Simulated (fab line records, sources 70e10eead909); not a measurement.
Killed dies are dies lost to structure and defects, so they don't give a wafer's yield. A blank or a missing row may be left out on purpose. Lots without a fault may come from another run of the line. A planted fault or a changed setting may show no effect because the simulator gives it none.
Which tool did it? | flow nand_harc | 24 lots, 72 wafers sampled, at 6 steps of a route of 1159

WHAT THE GAUGES READ, wafer by wafer
NHARC_P_GATE_OVL_MEAS_27.
lot  | measured     | on         | overlay_x_nm (nm) | overlay_y_nm (nm)
L074 | day 4 14:00  | overlay-01 | 0.6 0.3 0.0       | -0.4 -0.1 -0.5
L075 | day 5 18:23  | overlay-02 | -0.6 -1.3 -0.7    | 1.6 1.6 1.2
L076 | day 5 08:02  | overlay-02 | -0.6 -1.0 -1.3    | 3.0 2.7 2.4
L077 | day 5 07:40  | overlay-02 | -1.0 -0.2 -0.3    | 0.7 0.6 0.4
L078 | day 5 18:10  | overlay-01 | 1.0 0.7 0.8       | -0.4 -0.8 -1.3
L079 | day 6 02:58  | overlay-01 | 1.6 1.1 1.4       | -1.3 -1.0 -0.9
L080 | day 6 11:54  | overlay-01 | 0.0 0.2 0.1       | -0.3 -0.7 -1.2
L081 | day 6 12:35  | overlay-02 | -0.8 -0.7 -1.1    | 0.5 1.1 1.1
L082 | day 6 17:43  | overlay-02 | 0.1 0.1 0.2       | 0.7 0.1 1.3
L083 | day 7 03:55  | overlay-01 | -0.9 -1.0 -0.9    | 0.7 1.2 1.1
L084 | day 7 22:01  | overlay-02 | 1.7 1.7 1.5       | 0.4 0.7 0.3
L085 | day 7 22:32  | overlay-01 | 0.1 -0.5 -0.9     | 0.1 0.8 0.3
L086 | day 7 21:51  | overlay-02 | 0.3 0.6 0.8       | -0.5 0.4 -0.3
L087 | day 7 21:12  | overlay-02 | 1.4 1.1 0.9       | -1.0 -1.3 -1.4
L088 | day 8 06:14  | overlay-01 | 0.4 -0.6 -0.5     | 1.2 1.3 0.3
L089 | day 8 06:44  | overlay-01 | 0.8 0.6 1.0       | 0.1 -0.3 -0.1
L090 | day 8 18:33  | overlay-01 | -1.5 -1.3 -1.1    | -0.9 -1.0 -0.9
L091 | day 8 22:53  | overlay-02 | -0.9 -1.0 -0.6    | -1.0 -0.7 -1.4
L092 | day 9 08:47  | overlay-02 | -1.0 -1.0 -0.1    | 0.9 0.0 0.6
L093 | day 9 08:07  | overlay-02 | -0.6 -0.2 -0.6    | -0.6 -0.4 -0.4
L094 | day 9 13:44  | overlay-02 | -1.6 -1.6 -1.5    | 0.1 -0.5 -0.9
L095 | day 9 22:31  | overlay-01 | 1.1 0.2 1.2       | -0.9 -0.6 -0.8
L096 | day 9 21:44  | overlay-01 | -2.0 -1.3 -1.1    | 1.9 1.7 2.4
L097 | day 10 16:34 | overlay-01 | -1.0 -0.4 -0.9    | -0.8 -1.1 -0.7

NHARC_P_BONDPAD_CD_MEAS_09: target cd 500 nm.
lot  | measured     | on        | cd_nm (nm)
L074 | day 6 03:23  | cd_sem-03 | 501.0 501.5 497.9
L075 | day 7 07:49  | cd_sem-01 | 506.1 504.1 502.2
L076 | day 7 04:25  | cd_sem-02 | 498.9 502.1 499.6
L077 | day 7 04:15  | cd_sem-03 | 502.6 501.2 498.7
L078 | day 7 07:26  | cd_sem-02 | 500.0 500.9 500.2
L079 | day 7 22:43  | cd_sem-03 | 498.2 501.3 501.4
L080 | day 8 01:16  | cd_sem-01 | 499.2 498.1 500.1
L081 | day 8 02:07  | cd_sem-01 | 499.8 496.5 496.3
L082 | day 8 06:46  | cd_sem-02 | 502.2 502.2 498.2
L083 | day 8 19:50  | cd_sem-01 | 502.9 500.7 499.4
L084 | day 9 13:53  | cd_sem-01 | 497.7 500.2 501.4
L085 | day 9 22:50  | cd_sem-03 | 500.8 498.6 497.4
L086 | day 9 13:42  | cd_sem-01 | 500.3 498.4 501.3
L087 | day 9 12:58  | cd_sem-02 | 499.4 500.4 504.4
L088 | day 10 04:40 | cd_sem-01 | 499.7 499.4 501.0
L089 | day 10 05:13 | cd_sem-01 | 503.7 499.1 498.3
L090 | day 10 08:12 | cd_sem-02 | 501.4 502.2 498.3
L091 | day 10 12:25 | cd_sem-01 | 497.8 497.9 500.5
L092 | day 10 22:09 | cd_sem-02 | 497.2 500.8 499.9
L093 | day 10 21:31 | cd_sem-01 | 505.6 500.3 501.7
L094 | day 11 03:37 | cd_sem-01 | 497.5 496.7 501.6
L095 | day 11 15:42 | cd_sem-01 | 503.0 496.9 498.8
L096 | day 11 15:03 | cd_sem-01 | 503.0 503.6 500.2
L097 | day 12 17:27 | cd_sem-02 | 496.8 498.8 496.9

WHICH TOOL RAN EACH LOT (tool, then ch and the chambers of the sampled wafers, then the start)
lot  | NHARC_P_ZERO_WELL_DESCUM_13       | NHARC_P_ZERO_WELL_ETCH_62                     | NHARC_P_GATE_STRIP_111               | NHARC_P_GATE_STRIP_95
L074 | rie_diel-02 ch 0,1,2, day 1 13:20 | rie_diel-02 ch 0,1,2, day 4 14:00 or earlier  | plasma_asher-01 ch 0,1, day 5 02:28  | plasma_asher-02 ch 0,1, day 5 06:42
L075 | rie_diel-07 ch 0,1,3, day 1 19:25 | rie_diel-07 ch 0,1, day 5 18:23 or earlier    | plasma_asher-02 ch 0,1, day 6 06:58  | plasma_asher-02 ch 0,1, day 6 11:07
L076 | rie_diel-07 ch 0,1,3, day 2 01:26 | rie_diel-07 ch 0,1,3, day 5 08:02 or earlier  | plasma_asher-02 ch 0,1, day 5 20:53  | plasma_asher-01 ch 0,1, day 6 01:05
L077 | rie_diel-06 ch 0,2,3, day 2 07:26 | rie_diel-06 ch 0,1, day 5 07:40 or earlier    | plasma_asher-02 ch 0,1, day 5 20:22  | plasma_asher-02 ch 0,1, day 6 00:26
L078 | rie_diel-07 ch 0,1,3, day 2 13:23 | rie_diel-07 ch 1,2,3, day 5 18:10 or earlier  | plasma_asher-01 ch 0,1, day 6 06:44  | plasma_asher-01 ch 0,1, day 6 10:39
L079 | rie_diel-02 ch 0,1,3, day 2 19:25 | rie_diel-02 ch 0,1, day 6 02:58 or earlier    | plasma_asher-01 ch 0,1, day 6 15:24  | plasma_asher-02 ch 0,1, day 6 19:35
L080 | rie_diel-07 ch 0,2, day 3 01:25   | rie_diel-07 ch 1,2,3, day 6 11:54 or earlier  | plasma_asher-02 ch 0,1, day 7 00:30  | plasma_asher-01 ch 0,1, day 7 04:41
L081 | rie_diel-06 ch 0,1,3, day 3 07:18 | rie_diel-06 ch 0,1,2, day 6 12:35 or earlier  | plasma_asher-02 ch 0,1, day 7 01:08  | plasma_asher-02 ch 1, day 7 05:31
L082 | rie_diel-06 ch 0,1,3, day 3 13:35 | rie_diel-06 ch 0,1, day 6 17:43 or earlier    | plasma_asher-01 ch 0,1, day 7 05:59  | plasma_asher-02 ch 0,1, day 7 10:05
L083 | rie_diel-02 ch 0,2,3, day 3 19:30 | rie_diel-02 ch 1,2,3, day 7 03:55 or earlier  | plasma_asher-01 ch 0,1, day 7 16:25  | plasma_asher-01 ch 0,1, day 7 20:28
L084 | rie_diel-06 ch 0,1,2, day 4 01:24 | rie_diel-06 ch 0,1,2, day 7 22:01 or earlier  | plasma_asher-01 ch 0,1, day 8 10:44  | plasma_asher-02 ch 0,1, day 8 15:21
L085 | rie_diel-07 ch 0,3, day 4 07:16   | rie_diel-07 ch 0,1, day 7 22:32 or earlier    | plasma_asher-01 ch 0,1, day 8 16:17  | plasma_asher-01 ch 0,1, day 8 20:47
L086 | rie_diel-06 ch 0,1,3, day 4 13:25 | rie_diel-06 ch 1,3, day 7 21:51 or earlier    | plasma_asher-01 ch 1, day 8 10:23    | plasma_asher-01 ch 0,1, day 8 15:02
L087 | rie_diel-06 ch 1,2,3, day 4 19:26 | rie_diel-06 ch 1,2,3, day 7 21:12 or earlier  | plasma_asher-02 ch 0,1, day 8 09:56  | plasma_asher-01 ch 0,1, day 8 14:16
L088 | rie_diel-07 ch 0,1, day 5 01:26   | rie_diel-07 ch 0,2, day 8 06:14 or earlier    | plasma_asher-01 ch 0,1, day 8 19:09  | plasma_asher-01 ch 0,1, day 8 23:25
L089 | rie_diel-02 ch 1,2,3, day 5 07:18 | rie_diel-02 ch 0,3, day 8 06:44 or earlier    | plasma_asher-01 ch 0,1, day 8 19:43  | plasma_asher-01 ch 0,1, day 9 00:54
L090 | rie_diel-06 ch 0,2,3, day 5 13:24 | rie_diel-06 ch 0,1,2, day 8 18:33 or earlier  | plasma_asher-02 ch 0,1, day 9 07:01  | plasma_asher-02 ch 0,1, day 9 11:00
L091 | rie_diel-07 ch 1,2, day 5 19:25   | rie_diel-07 ch 0,1,2, day 8 22:53 or earlier  | plasma_asher-01 ch 0,1, day 9 11:31  | plasma_asher-02 ch 0,1, day 9 15:34
L092 | rie_diel-07 ch 0,2,3, day 6 01:25 | rie_diel-07 ch 1,2,3, day 9 08:47 or earlier  | plasma_asher-01 ch 0,1, day 9 21:10  | plasma_asher-01 ch 0,1, day 10 01:22
L093 | rie_diel-02 ch 1,2,3, day 6 07:24 | rie_diel-02 ch 2,3, day 9 08:07 or earlier    | plasma_asher-01 ch 0,1, day 9 20:33  | plasma_asher-02 ch 0,1, day 10 00:36
L094 | rie_diel-06 ch 0,1,2, day 6 13:17 | rie_diel-06 ch 0,1,3, day 9 13:44 or earlier  | plasma_asher-02 ch 0,1, day 10 02:46 | plasma_asher-02 ch 0,1, day 10 06:56
L095 | rie_diel-06 ch 0,2,3, day 6 19:25 | rie_diel-06 ch 2,3, day 9 22:31 or earlier    | plasma_asher-01 ch 0,1, day 10 11:05 | plasma_asher-02 ch 1, day 10 15:14
L096 | rie_diel-06 ch 1,3, day 7 01:24   | rie_diel-06 ch 1,2, day 9 21:44 or earlier    | plasma_asher-01 ch 0,1, day 10 10:29 | plasma_asher-01 ch 0,1, day 10 14:35
L097 | rie_diel-07 ch 1,2,3, day 7 07:23 | rie_diel-07 ch 0,2,3, day 10 16:34 or earlier | plasma_asher-02 ch 0,1, day 11 04:58 | plasma_asher-02 ch 0,1, day 11 09:10
- NHARC_P_ZERO_WELL_DESCUM_13: chemistry O2, time 3 s.
- NHARC_P_ZERO_WELL_ETCH_62: etches the open film in CHF3/Ar, target depth 13 nm, time 6.5 s.
- NHARC_P_GATE_STRIP_111: strips in N2/H2, time 250 s.
- NHARC_P_GATE_STRIP_95: strips in O2.

WHAT THE TOOLS THEMSELVES READ (means of the sampled wafers that have a number; where no wafer has one, the mark that the record gives instead)
NHARC_P_ZERO_WELL_DESCUM_13.
lot  | tool        | drypump_motor_current_A (A) | oes_product_au (a.u.) | rf_vpp_V (V) | showerhead_plenum_p_Torr (Torr) | throttle_valve_pct (%)
L074 | rie_diel-02 | 5.96                        | 1.002                 | 57.3         | 1.96                            | 11.306
L075 | rie_diel-07 | 5.74                        | 1.010                 | 58.3         | 1.97                            | 11.309
L076 | rie_diel-07 | 5.76                        | 0.996                 | 58.0         | 1.97                            | 11.306
L077 | rie_diel-06 | 5.99                        | 0.990                 | 58.0         | 1.90                            | 11.308
L078 | rie_diel-07 | 5.74                        | 1.005                 | 57.5         | 1.97                            | 11.307
L079 | rie_diel-02 | 5.91                        | 1.004                 | 57.5         | 1.90                            | 11.315
L080 | rie_diel-07 | 6.22                        | 1.000                 | 57.8         | 1.94                            | 11.314
L081 | rie_diel-06 | 5.99                        | 0.991                 | 56.7         | 1.90                            | 11.308
L082 | rie_diel-06 | 5.99                        | 0.990                 | 56.6         | 1.90                            | 11.302
L083 | rie_diel-02 | 5.89                        | 1.005                 | 58.1         | 1.95                            | 11.315
L084 | rie_diel-06 | 5.98                        | 1.001                 | 57.8         | 1.92                            | 11.315
L085 | rie_diel-07 | 5.74                        | 1.000                 | 59.1         | 1.95                            | 11.308
L086 | rie_diel-06 | 5.98                        | 1.004                 | 57.7         | 1.89                            | 11.317
L087 | rie_diel-06 | 5.87                        | 1.004                 | 57.6         | 1.90                            | 11.321
L088 | rie_diel-07 | 6.07                        | 0.993                 | 57.5         | 1.95                            | 11.307
L089 | rie_diel-02 | 5.95                        | 1.010                 | 58.3         | 1.91                            | 11.318
L090 | rie_diel-06 | 5.98                        | 1.012                 | 56.9         | 1.90                            | 11.317
L091 | rie_diel-07 | 5.50                        | 0.996                 | 58.1         | 2.01                            | 11.312
L092 | rie_diel-07 | 5.87                        | 1.000                 | 57.6         | 1.96                            | 11.307
L093 | rie_diel-02 | 6.01                        | 1.000                 | 58.4         | 1.91                            | 11.315
L094 | rie_diel-06 | 5.97                        | 0.994                 | 58.2         | 1.91                            | 11.314
L095 | rie_diel-06 | 5.98                        | 1.001                 | 57.3         | 1.89                            | 11.311
L096 | rie_diel-06 | 5.89                        | 1.006                 | 57.5         | 1.88                            | 11.317
L097 | rie_diel-07 | 5.53                        | 1.000                 | 58.3         | 1.99                            | 11.315

NHARC_P_ZERO_WELL_ETCH_62.
lot  | tool        | drypump_motor_current_A (A) | oes_product_au (a.u.) | rf_vpp_V (V) | showerhead_plenum_p_Torr (Torr) | throttle_valve_pct (%)
L074 | rie_diel-02 | 5.96                        | 0.970                 | 371.9        | 2.40                            | 20.213
L075 | rie_diel-07 | 6.08                        | 0.976                 | 371.9        | 2.39                            | 20.222
L076 | rie_diel-07 | 5.74                        | 0.973                 | 371.7        | 2.41                            | 20.212
L077 | rie_diel-06 | 6.06                        | 0.980                 | 370.1        | 2.33                            | 20.217
L078 | rie_diel-07 | 5.52                        | 0.962                 | 373.0        | 2.44                            | 20.218
L079 | rie_diel-02 | 5.96                        | 0.966                 | 370.4        | 2.35                            | 20.224
L080 | rie_diel-07 | 5.54                        | 0.963                 | 373.0        | 2.44                            | 20.213
L081 | rie_diel-06 | 5.97                        | 0.972                 | 370.3        | 2.35                            | 20.226
L082 | rie_diel-06 | 6.09                        | 0.976                 | 370.1        | 2.33                            | 20.220
L083 | rie_diel-02 | 6.00                        | 0.978                 | 371.0        | 2.35                            | 20.221
L084 | rie_diel-06 | 5.98                        | 0.971                 | 370.4        | 2.34                            | 20.218
L085 | rie_diel-07 | 6.07                        | 0.966                 | 371.6        | 2.39                            | 20.218
L086 | rie_diel-06 | 5.90                        | 0.986                 | 369.4        | 2.33                            | 20.215
L087 | rie_diel-06 | 5.89                        | 0.973                 | 370.8        | 2.33                            | 20.221
L088 | rie_diel-07 | 6.21                        | 0.968                 | 371.2        | 2.38                            | 20.214
L089 | rie_diel-02 | 5.88                        | 0.984                 | 369.7        | 2.31                            | 20.216
L090 | rie_diel-06 | 5.97                        | 0.976                 | 370.1        | 2.34                            | 20.219
L091 | rie_diel-07 | 5.87                        | 0.971                 | 373.3        | 2.42                            | 20.215
L092 | rie_diel-07 | 5.54                        | 0.965                 | 373.5        | 2.44                            | 20.214
L093 | rie_diel-02 | 5.96                        | 0.969                 | 370.3        | 2.33                            | 20.222
L094 | rie_diel-06 | 5.98                        | 0.979                 | 371.2        | 2.32                            | 20.208
L095 | rie_diel-06 | 5.87                        | 0.986                 | 370.8        | 2.34                            | 20.219
L096 | rie_diel-06 | 5.88                        | 0.976                 | 370.6        | 2.35                            | 20.220
L097 | rie_diel-07 | 5.88                        | 0.973                 | 371.0        | 2.40                            | 20.220

NHARC_P_GATE_STRIP_111.
lot  | tool            | drypump_motor_current_A (A) | heater_power_w (W)
L074 | plasma_asher-01 | 5.82                        | 78.8
L075 | plasma_asher-02 | 6.12                        | 77.1
L076 | plasma_asher-02 | 6.00                        | 81.0
L077 | plasma_asher-02 | 6.11                        | 78.7
L078 | plasma_asher-01 | 5.68                        | 79.7
L079 | plasma_asher-01 | 5.67                        | 80.6
L080 | plasma_asher-02 | 6.13                        | 77.7
L081 | plasma_asher-02 | 6.11                        | 77.9
L082 | plasma_asher-01 | 5.68                        | 80.1
L083 | plasma_asher-01 | 5.81                        | 81.1
L084 | plasma_asher-01 | 5.81                        | 81.4
L085 | plasma_asher-01 | 5.68                        | 80.5
L086 | plasma_asher-01 | 5.55                        | 78.7
L087 | plasma_asher-02 | 6.00                        | 79.9
L088 | plasma_asher-01 | 5.68                        | 80.7
L089 | plasma_asher-01 | 5.82                        | 80.3
L090 | plasma_asher-02 | 5.98                        | 77.7
L091 | plasma_asher-01 | 5.68                        | 80.5
L092 | plasma_asher-01 | 5.68                        | 80.2
L093 | plasma_asher-01 | 5.82                        | 81.0
L094 | plasma_asher-02 | 6.11                        | 76.7
L095 | plasma_asher-01 | 5.82                        | 80.7
L096 | plasma_asher-01 | 5.68                        | 79.1
L097 | plasma_asher-02 | 5.99                        | 77.2

NHARC_P_GATE_STRIP_95.
lot  | tool            | drypump_motor_current_A (A) | heater_power_w (W)
L074 | plasma_asher-02 | 5.99                        | 301
L075 | plasma_asher-02 | 6.00                        | 295
L076 | plasma_asher-01 | 5.68                        | 299
L077 | plasma_asher-02 | 6.00                        | 301
L078 | plasma_asher-01 | 5.68                        | 300
L079 | plasma_asher-02 | 6.13                        | 293
L080 | plasma_asher-01 | 5.68                        | 298
L081 | plasma_asher-02 | 6.23                        | 286
L082 | plasma_asher-02 | 6.11                        | 295
L083 | plasma_asher-01 | 5.68                        | 302
L084 | plasma_asher-02 | 6.11                        | 288
L085 | plasma_asher-01 | 5.82                        | 303
L086 | plasma_asher-01 | 5.83                        | 305
L087 | plasma_asher-01 | 5.83                        | 302
L088 | plasma_asher-01 | 5.82                        | 305
L089 | plasma_asher-01 | 5.68                        | 303
L090 | plasma_asher-02 | 6.12                        | 291
L091 | plasma_asher-02 | 6.11                        | 292
L092 | plasma_asher-01 | 5.69                        | 297
L093 | plasma_asher-02 | 6.11                        | 289
L094 | plasma_asher-02 | 6.10                        | 291
L095 | plasma_asher-02 | 6.24                        | 281
L096 | plasma_asher-01 | 5.68                        | 296
L097 | plasma_asher-02 | 6.11                        | 290

THE ANSWER, worked out from the rows above alone
Rule: what is usual is taken from the lots themselves. Put in order of their means at a reading, lots are off if they are a third of the lots or fewer, leave a main group of 4 or more, and stand apart from it by a gap of 3 or more times the standard deviation of the main group's means; of several such gaps the widest counts. A main group whose means are all the same, to the digits that the tables above print for the reading, isn't used. A lot without any number at a reading at which 4 lots or more have one is off too. The other lots that the step has rows for count as sound. The gauges are gone through in route order, then the tools' own readings, and for those a lot's mean is taken as printed above. The first step at which some lot is off is used, and at that step the reading that is off furthest; a lot without a number counts as furthest.
No lot is off at any reading shown: from this, nothing can be told.

WHAT THE SIMULATOR HAD PUT IN
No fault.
